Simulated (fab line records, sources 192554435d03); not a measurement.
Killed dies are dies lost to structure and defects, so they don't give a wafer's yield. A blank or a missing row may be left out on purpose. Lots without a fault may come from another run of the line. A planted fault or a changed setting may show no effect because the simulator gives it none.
Chamber matching | flow n5_finfet | N5_BEOL_M5_PECVD_70 on pecvd-02: 3 sister chambers
The step deposits SiO2 from TEOS/O2, target thk 16 nm, time 18 s. 14 wafers are shown with their chamber, then 7 later ones without.

WAFERS WITH THEIR CHAMBER
wafer  | chamber | throttle_valve_pct (%) | showerhead_plenum_p_Torr (Torr) | rf_fwd_power_W (W)
L074.1 | 1       | 24.3                   | 8.89                            | 447.6
L074.3 | 0       | 23.6                   | 8.68                            | 440.8
L074.5 | 2       | 21.4                   | 8.84                            | 446.0
L076.1 | 1       | 24.2                   | 8.88                            | 449.8
L076.2 | 2       | 21.5                   | 8.83                            | 447.0
L076.4 | 2       | 21.5                   | 8.83                            | 447.6
L079.1 | 1       | 24.3                   | 8.91                            | 448.6
L079.3 | 0       | 23.6                   | 8.68                            | 440.5
L079.5 | 1       | 24.6                   | 8.89                            | 446.9
L086.2 | 1       | 24.4                   | 8.86                            | 445.2
L086.3 | 0       | 23.5                   | 8.67                            | 440.4
L086.4 | 2       | 22.0                   | 8.82                            | 444.4
L083.3 | 2       | 21.8                   | 8.82                            | 444.8
L083.4 | 2       | 21.5                   | 8.85                            | 448.7

SIGNATURES (means of the wafers above)
reading                  | chamber 0 | chamber 1 | chamber 2 | scatter within a chamber
throttle_valve_pct       | 23.567    | 24.360    | 21.617    | 0.183
showerhead_plenum_p_Torr | 8.6767    | 8.8860    | 8.8317    | 0.0137
rf_fwd_power_W           | 440.567   | 447.620   | 446.417   | 1.54
Rule: a wafer's distance from a chamber is the root of the sum, over the readings, of the square of ((its reading less the chamber's mean) divided by the reading's scatter). The wafer belongs to the nearest chamber; if the next one is less than 2 further off, it can't be placed. The scatter: the root of (the sum of the squares of (reading less its chamber's mean) over the shown wafers, divided by (wafers less chambers)).

WAFERS WITHOUT THEIR CHAMBER
wafer  | throttle_valve_pct (%) | showerhead_plenum_p_Torr (Torr) | rf_fwd_power_W (W)
L083.5 | 23.6                   | 8.70                            | 439.2
L095.4 | 21.9                   | 8.81                            | 447.4
L095.5 | 24.1                   | 8.88                            | 446.0
L095.6 | 23.5                   | 8.68                            | 440.4
L096.2 | 23.4                   | 8.70                            | 440.3
L096.3 | 24.2                   | 8.86                            | 447.5
L096.6 | 23.5                   | 8.67                            | 439.9

WHICH CHAMBER EACH WENT THROUGH
wafer  | from the rows above | in truth
L083.5 | 0                   | 0
L095.4 | 2                   | 2
L095.5 | 1                   | 1
L095.6 | 0                   | 0
L096.2 | 0                   | 0
L096.3 | 1                   | 1
L096.6 | 0                   | 0
Placed correctly: 7 of 7. Can't be placed from these rows: 0. Placed wrongly: 0.
